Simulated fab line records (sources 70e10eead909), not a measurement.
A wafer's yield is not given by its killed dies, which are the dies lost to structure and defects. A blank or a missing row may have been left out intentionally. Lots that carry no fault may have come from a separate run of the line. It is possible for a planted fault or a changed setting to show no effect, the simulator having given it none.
Which tool did it? || flow nand_harc || Sampling: 24 lots, 72 wafers, 4 of 1302 route steps

== WHAT EACH GAUGE READ, for each wafer ==
NHARC_A_WL_FILL_INSPECT_15.
{"lot": "L075", "measured": "day 21 06:26", "on": "defect_inspect-01", "raw_defect_count": "606 735 528"}
{"lot": "L074", "measured": "day 21 08:59", "on": "defect_inspect-02", "raw_defect_count": "357 478 397"}
{"lot": "L076", "measured": "day 22 02:55", "on": "defect_inspect-02", "raw_defect_count": "511 521 661"}
{"lot": "L077", "measured": "day 22 15:50", "on": "defect_inspect-02", "raw_defect_count": "580 690 1261"}
{"lot": "L078", "measured": "day 22 20:19", "on": "defect_inspect-01", "raw_defect_count": "764 301 524"}
{"lot": "L079", "measured": "day 23 15:41", "on": "defect_inspect-01", "raw_defect_count": "612 399 472"}
{"lot": "L080", "measured": "day 23 15:46", "on": "defect_inspect-01", "raw_defect_count": "520 705 752"}
{"lot": "L081", "measured": "day 24 03:46", "on": "defect_inspect-02", "raw_defect_count": "516 662 588"}
{"lot": "L082", "measured": "day 24 21:25", "on": "defect_inspect-01", "raw_defect_count": "421 435 405"}
{"lot": "L083", "measured": "day 25 11:11", "on": "defect_inspect-02", "raw_defect_count": "587 480 598"}
{"lot": "L086", "measured": "day 25 11:05", "on": "defect_inspect-01", "raw_defect_count": "493 408 642"}
{"lot": "L084", "measured": "day 25 19:20", "on": "defect_inspect-02", "raw_defect_count": "460 408 533"}
{"lot": "L085", "measured": "day 26 02:29", "on": "defect_inspect-01", "raw_defect_count": "455 453 403"}
{"lot": "L087", "measured": "day 26 18:05", "on": "defect_inspect-02", "raw_defect_count": "477 889 373"}
{"lot": "L089", "measured": "day 27 05:10", "on": "defect_inspect-02", "raw_defect_count": "473 373 399"}
{"lot": "L088", "measured": "day 27 11:18", "on": "defect_inspect-01", "raw_defect_count": "330 413 393"}
{"lot": "L090", "measured": "day 27 16:23", "on": "defect_inspect-02", "raw_defect_count": "668 735 762"}
{"lot": "L092", "measured": "day 28 10:01", "on": "defect_inspect-02", "raw_defect_count": "590 642 908"}
{"lot": "L091", "measured": "day 28 12:53", "on": "defect_inspect-01", "raw_defect_count": "463 380 380"}
{"lot": "L093", "measured": "day 28 20:20", "on": "defect_inspect-01", "raw_defect_count": "460 473 472"}
{"lot": "L094", "measured": "day 29 11:42", "on": "defect_inspect-01", "raw_defect_count": "414 291 355"}
{"lot": "L095", "measured": "day 29 14:27", "on": "defect_inspect-02", "raw_defect_count": "474 364 426"}
{"lot": "L096", "measured": "day 30 06:06", "on": "defect_inspect-02", "raw_defect_count": "550 642 560"}
{"lot": "L097", "measured": "day 31 07:29", "on": "defect_inspect-01", "raw_defect_count": "358 399 338"}

NHARC_A_CONTACT_CD_MEAS_42: the cd target is 300 nm.
{"lot": "L075", "measured": "day 21 17:14", "on": "cd_sem-03", "cd_nm (nm)": "299.1 300.7 300.9"}
{"lot": "L074", "measured": "day 21 18:25", "on": "cd_sem-03", "cd_nm (nm)": "300.9 301.4 301.6"}
{"lot": "L076", "measured": "day 22 13:17", "on": "cd_sem-01", "cd_nm (nm)": "299.6 300.1 301.0"}
{"lot": "L077", "measured": "day 23 00:45", "on": "cd_sem-01", "cd_nm (nm)": "300.3 299.4 298.7"}
{"lot": "L078", "measured": "day 23 06:46", "on": "cd_sem-02", "cd_nm (nm)": "299.0 299.7 299.2"}
{"lot": "L079", "measured": "day 23 21:18", "on": "cd_sem-01", "cd_nm (nm)": "299.9 299.4 299.4"}
{"lot": "L080", "measured": "day 23 21:27", "on": "cd_sem-03", "cd_nm (nm)": "298.4 299.3 300.3"}
{"lot": "L081", "measured": "day 24 12:25", "on": "cd_sem-03", "cd_nm (nm)": "300.6 300.6 300.0"}
{"lot": "L082", "measured": "day 25 02:59", "on": "cd_sem-02", "cd_nm (nm)": "300.3 301.0 300.7"}
{"lot": "L083", "measured": "day 25 17:15", "on": "cd_sem-01", "cd_nm (nm)": "300.4 300.9 301.1"}
{"lot": "L086", "measured": "day 25 16:42", "on": "cd_sem-01", "cd_nm (nm)": "299.8 299.0 299.6"}
{"lot": "L084", "measured": "day 26 02:50", "on": "cd_sem-02", "cd_nm (nm)": "298.7 299.6 299.4"}
{"lot": "L085", "measured": "day 26 10:45", "on": "cd_sem-01", "cd_nm (nm)": "300.4 300.3 300.1"}
{"lot": "L087", "measured": "day 27 03:42", "on": "cd_sem-03", "cd_nm (nm)": "300.1 299.8 301.3"}
{"lot": "L089", "measured": "day 27 10:43", "on": "cd_sem-03", "cd_nm (nm)": "299.7 299.6 300.2"}
{"lot": "L088", "measured": "day 27 18:16", "on": "cd_sem-02", "cd_nm (nm)": "301.1 300.2 299.6"}
{"lot": "L090", "measured": "day 27 23:09", "on": "cd_sem-02", "cd_nm (nm)": "299.4 300.9 300.5"}
{"lot": "L092", "measured": "day 28 15:37", "on": "cd_sem-01", "cd_nm (nm)": "300.1 299.6 299.4"}
{"lot": "L091", "measured": "day 28 19:16", "on": "cd_sem-01", "cd_nm (nm)": "300.7 300.7 299.9"}
{"lot": "L093", "measured": "day 29 03:47", "on": "cd_sem-03", "cd_nm (nm)": "299.1 299.2 300.6"}
{"lot": "L094", "measured": "day 29 17:21", "on": "cd_sem-02", "cd_nm (nm)": "300.3 301.1 300.1"}
{"lot": "L095", "measured": "day 29 22:35", "on": "cd_sem-03", "cd_nm (nm)": "299.0 299.9 299.4"}
{"lot": "L096", "measured": "day 30 11:50", "on": "cd_sem-02", "cd_nm (nm)": "299.4 299.8 300.7"}
{"lot": "L097", "measured": "day 31 13:12", "on": "cd_sem-01", "cd_nm (nm)": "300.0 300.6 300.7"}

NHARC_A_CONTACT_OVL_MEAS_43.
{"lot": "L075", "measured": "day 21 17:19", "on": "overlay-02", "overlay_x_nm (nm)": "1.4 1.9 1.7", "overlay_y_nm (nm)": "-0.7 -0.6 -1.0"}
{"lot": "L074", "measured": "day 21 18:30", "on": "overlay-01", "overlay_x_nm (nm)": "-0.1 0.2 0.3", "overlay_y_nm (nm)": "-0.5 0.1 -0.6"}
{"lot": "L076", "measured": "day 22 13:22", "on": "overlay-01", "overlay_x_nm (nm)": "0.0 -0.1 -0.2", "overlay_y_nm (nm)": "0.7 0.6 0.8"}
{"lot": "L077", "measured": "day 23 00:50", "on": "overlay-02", "overlay_x_nm (nm)": "-1.0 -0.9 -0.9", "overlay_y_nm (nm)": "0.1 0.4 -0.1"}
{"lot": "L078", "measured": "day 23 06:51", "on": "overlay-01", "overlay_x_nm (nm)": "-1.6 -1.6 -1.2", "overlay_y_nm (nm)": "0.2 -0.2 -0.2"}
{"lot": "L079", "measured": "day 23 21:23", "on": "overlay-01", "overlay_x_nm (nm)": "-0.5 -0.9 0.1", "overlay_y_nm (nm)": "0.3 0.6 0.9"}
{"lot": "L080", "measured": "day 23 21:32", "on": "overlay-02", "overlay_x_nm (nm)": "0.8 0.7 0.6", "overlay_y_nm (nm)": "0.2 0.6 1.2"}
{"lot": "L081", "measured": "day 24 12:31", "on": "overlay-02", "overlay_x_nm (nm)": "0.3 0.1 0.2", "overlay_y_nm (nm)": "-0.4 -0.7 -0.5"}
{"lot": "L082", "measured": "day 25 03:04", "on": "overlay-01", "overlay_x_nm (nm)": "-2.1 -2.2 -1.7", "overlay_y_nm (nm)": "1.0 0.7 0.7"}
{"lot": "L083", "measured": "day 25 17:20", "on": "overlay-01", "overlay_x_nm (nm)": "-0.5 -0.2 -0.5", "overlay_y_nm (nm)": "-0.2 -0.5 -0.7"}
{"lot": "L086", "measured": "day 25 16:47", "on": "overlay-01", "overlay_x_nm (nm)": "1.3 0.6 0.7", "overlay_y_nm (nm)": "1.6 1.1 1.4"}
{"lot": "L084", "measured": "day 26 02:55", "on": "overlay-01", "overlay_x_nm (nm)": "1.4 1.4 1.7", "overlay_y_nm (nm)": "0.0 0.5 0.2"}
{"lot": "L085", "measured": "day 26 10:50", "on": "overlay-01", "overlay_x_nm (nm)": "1.0 0.8 0.8", "overlay_y_nm (nm)": "0.2 -0.5 -0.5"}
{"lot": "L087", "measured": "day 27 03:47", "on": "overlay-01", "overlay_x_nm (nm)": "0.0 -0.5 -0.6", "overlay_y_nm (nm)": "0.8 0.8 1.2"}
{"lot": "L089", "measured": "day 27 10:47", "on": "overlay-02", "overlay_x_nm (nm)": "-0.1 0.2 -0.8", "overlay_y_nm (nm)": "-0.9 -1.3 -1.5"}
{"lot": "L088", "measured": "day 27 18:21", "on": "overlay-02", "overlay_x_nm (nm)": "0.8 0.9 0.5", "overlay_y_nm (nm)": "1.3 1.8 1.7"}
{"lot": "L090", "measured": "day 27 23:14", "on": "overlay-01", "overlay_x_nm (nm)": "0.1 0.5 0.3", "overlay_y_nm (nm)": "-0.7 -0.5 -0.6"}
{"lot": "L092", "measured": "day 28 15:43", "on": "overlay-02", "overlay_x_nm (nm)": "-1.2 -1.6 -1.2", "overlay_y_nm (nm)": "-0.9 -0.6 -0.5"}
{"lot": "L091", "measured": "day 28 19:21", "on": "overlay-01", "overlay_x_nm (nm)": "1.1 1.0 0.8", "overlay_y_nm (nm)": "1.1 1.3 1.0"}
{"lot": "L093", "measured": "day 29 03:52", "on": "overlay-01", "overlay_x_nm (nm)": "-0.6 -0.4 -0.6", "overlay_y_nm (nm)": "-0.5 -0.9 0.3"}
{"lot": "L094", "measured": "day 29 17:26", "on": "overlay-01", "overlay_x_nm (nm)": "1.2 0.9 1.3", "overlay_y_nm (nm)": "-1.1 -0.8 -1.2"}
{"lot": "L095", "measured": "day 29 22:40", "on": "overlay-02", "overlay_x_nm (nm)": "-0.5 -0.5 -0.8", "overlay_y_nm (nm)": "-0.7 -0.8 -0.6"}
{"lot": "L096", "measured": "day 30 11:55", "on": "overlay-01", "overlay_x_nm (nm)": "-0.7 0.3 0.5", "overlay_y_nm (nm)": "-0.2 -0.4 -0.5"}
{"lot": "L097", "measured": "day 31 13:17", "on": "overlay-02", "overlay_x_nm (nm)": "0.3 0.2 0.9", "overlay_y_nm (nm)": "-0.4 -0.5 -0.1"}

== EACH LOT AND THE TOOL THAT RAN IT (in order: tool; ch and the chambers of the sampled wafers; start) ==
{"lot": "L075", "NHARC_A_WL_FILL_ALD_19": "ald_metal-01 ch 1,2, day 21 05:37"}
{"lot": "L074", "NHARC_A_WL_FILL_ALD_19": "ald_metal-04 ch 0,1,2, day 21 08:08"}
{"lot": "L076", "NHARC_A_WL_FILL_ALD_19": "ald_metal-03 ch 2,3, day 22 02:04"}
{"lot": "L077", "NHARC_A_WL_FILL_ALD_19": "ald_metal-03 ch 2,3, day 22 14:59"}
{"lot": "L078", "NHARC_A_WL_FILL_ALD_19": "ald_metal-04 ch 0,1,2, day 22 19:30"}
{"lot": "L079", "NHARC_A_WL_FILL_ALD_19": "ald_metal-03 ch 1,2,3, day 23 14:51"}
{"lot": "L080", "NHARC_A_WL_FILL_ALD_19": "ald_metal-01 ch 1,2,3, day 23 14:55"}
{"lot": "L081", "NHARC_A_WL_FILL_ALD_19": "ald_metal-03 ch 1,2,3, day 24 02:53"}
{"lot": "L082", "NHARC_A_WL_FILL_ALD_19": "ald_metal-04 ch 1,2,3, day 24 20:32"}
{"lot": "L083", "NHARC_A_WL_FILL_ALD_19": "ald_metal-03 ch 0,2, day 25 10:17"}
{"lot": "L086", "NHARC_A_WL_FILL_ALD_19": "ald_metal-04 ch 0,1,2, day 25 10:18"}
{"lot": "L084", "NHARC_A_WL_FILL_ALD_19": "ald_metal-01 ch 1,2,3, day 25 18:28"}
{"lot": "L085", "NHARC_A_WL_FILL_ALD_19": "ald_metal-04 ch 0,1, day 26 01:38"}
{"lot": "L087", "NHARC_A_WL_FILL_ALD_19": "ald_metal-03 ch 0,2,3, day 26 17:13"}
{"lot": "L089", "NHARC_A_WL_FILL_ALD_19": "ald_metal-03 ch 0,2, day 27 04:19"}
{"lot": "L088", "NHARC_A_WL_FILL_ALD_19": "ald_metal-01 ch 0,1,3, day 27 09:49"}
{"lot": "L090", "NHARC_A_WL_FILL_ALD_19": "ald_metal-03 ch 1,2,3, day 27 15:34"}
{"lot": "L092", "NHARC_A_WL_FILL_ALD_19": "ald_metal-01 ch 1,3, day 28 09:07"}
{"lot": "L091", "NHARC_A_WL_FILL_ALD_19": "ald_metal-03 ch 1,2,3, day 28 12:01"}
{"lot": "L093", "NHARC_A_WL_FILL_ALD_19": "ald_metal-04 ch 1,3, day 28 19:29"}
{"lot": "L094", "NHARC_A_WL_FILL_ALD_19": "ald_metal-03 ch 0,2, day 29 10:51"}
{"lot": "L095", "NHARC_A_WL_FILL_ALD_19": "ald_metal-01 ch 0,2,3, day 29 13:35"}
{"lot": "L096", "NHARC_A_WL_FILL_ALD_19": "ald_metal-03 ch 0,1,2, day 30 05:14"}
{"lot": "L097", "NHARC_A_WL_FILL_ALD_19": "ald_metal-01 ch 1,2,3, day 31 06:40"}
- NHARC_A_WL_FILL_ALD_19: deposits TiN, target thk 2 nm, pulse time 3 s, ald cycles 100.

== WHAT THE TOOLS THEMSELVES READ (means of the sampled wafers that have a number; where no wafer has one, the mark that the record gives instead) ==
NHARC_A_WL_FILL_ALD_19.
{"lot": "L075", "tool": "ald_metal-01", "heater_power_w (W)": 984, "precursor_pulse_height_rel": 1.012}
{"lot": "L074", "tool": "ald_metal-04", "heater_power_w (W)": 994, "precursor_pulse_height_rel": 0.990}
{"lot": "L076", "tool": "ald_metal-03", "heater_power_w (W)": 1141, "precursor_pulse_height_rel": 1.003}
{"lot": "L077", "tool": "ald_metal-03", "heater_power_w (W)": 1134, "precursor_pulse_height_rel": 1.006}
{"lot": "L078", "tool": "ald_metal-04", "heater_power_w (W)": 999, "precursor_pulse_height_rel": 1.003}
{"lot": "L079", "tool": "ald_metal-03", "heater_power_w (W)": 1147, "precursor_pulse_height_rel": 1.030}
{"lot": "L080", "tool": "ald_metal-01", "heater_power_w (W)": 1086, "precursor_pulse_height_rel": 0.986}
{"lot": "L081", "tool": "ald_metal-03", "heater_power_w (W)": 1145, "precursor_pulse_height_rel": 1.027}
{"lot": "L082", "tool": "ald_metal-04", "heater_power_w (W)": 1032, "precursor_pulse_height_rel": 1.010}
{"lot": "L083", "tool": "ald_metal-03", "heater_power_w (W)": 1228, "precursor_pulse_height_rel": 0.995}
{"lot": "L086", "tool": "ald_metal-04", "heater_power_w (W)": 994, "precursor_pulse_height_rel": 1.000}
{"lot": "L084", "tool": "ald_metal-01", "heater_power_w (W)": 1105, "precursor_pulse_height_rel": 1.012}
{"lot": "L085", "tool": "ald_metal-04", "heater_power_w (W)": 1019, "precursor_pulse_height_rel": 0.986}
{"lot": "L087", "tool": "ald_metal-03", "heater_power_w (W)": 1152, "precursor_pulse_height_rel": 1.006}
{"lot": "L089", "tool": "ald_metal-03", "heater_power_w (W)": 1242, "precursor_pulse_height_rel": 0.977}
{"lot": "L088", "tool": "ald_metal-01", "heater_power_w (W)": 1123, "precursor_pulse_height_rel": 0.998}
{"lot": "L090", "tool": "ald_metal-03", "heater_power_w (W)": 1161, "precursor_pulse_height_rel": 0.990}
{"lot": "L092", "tool": "ald_metal-01", "heater_power_w (W)": 1105, "precursor_pulse_height_rel": 1.000}
{"lot": "L091", "tool": "ald_metal-03", "heater_power_w (W)": 1169, "precursor_pulse_height_rel": 1.021}
{"lot": "L093", "tool": "ald_metal-04", "heater_power_w (W)": 1062, "precursor_pulse_height_rel": 0.990}
{"lot": "L094", "tool": "ald_metal-03", "heater_power_w (W)": 1181, "precursor_pulse_height_rel": 0.993}
{"lot": "L095", "tool": "ald_metal-01", "heater_power_w (W)": 1127, "precursor_pulse_height_rel": 1.013}
{"lot": "L096", "tool": "ald_metal-03", "heater_power_w (W)": 1171, "precursor_pulse_height_rel": 1.023}
{"lot": "L097", "tool": "ald_metal-01", "heater_power_w (W)": 1106, "precursor_pulse_height_rel": 1.003}

== THE ANSWER, worked out from the rows above alone ==
Rule: the usual values come from the lots themselves. Put in order of their means at a reading, lots are off if they are a third of the lots or fewer, leave a main group of 4 or more, and stand apart from it by a gap of 3 or more times the standard deviation of the main group's means; of several such gaps the widest counts. The tables above print the reading to a certain number of digits; a main group whose means all agree to those digits is not used. A lot without any number at a reading at which 4 lots or more have one is off too. All remaining lots with rows at the step are treated as sound. Order of review: gauges by route order, followed by the tools' own readings, for which a lot's mean as printed above is used. At the first step where some lot is off, the reading lying furthest off is the one used; lots without a number count as furthest.
No lot is off at any reading shown: from this, nothing can be told.

== WHAT WAS PUT IN BY THE SIMULATOR ==
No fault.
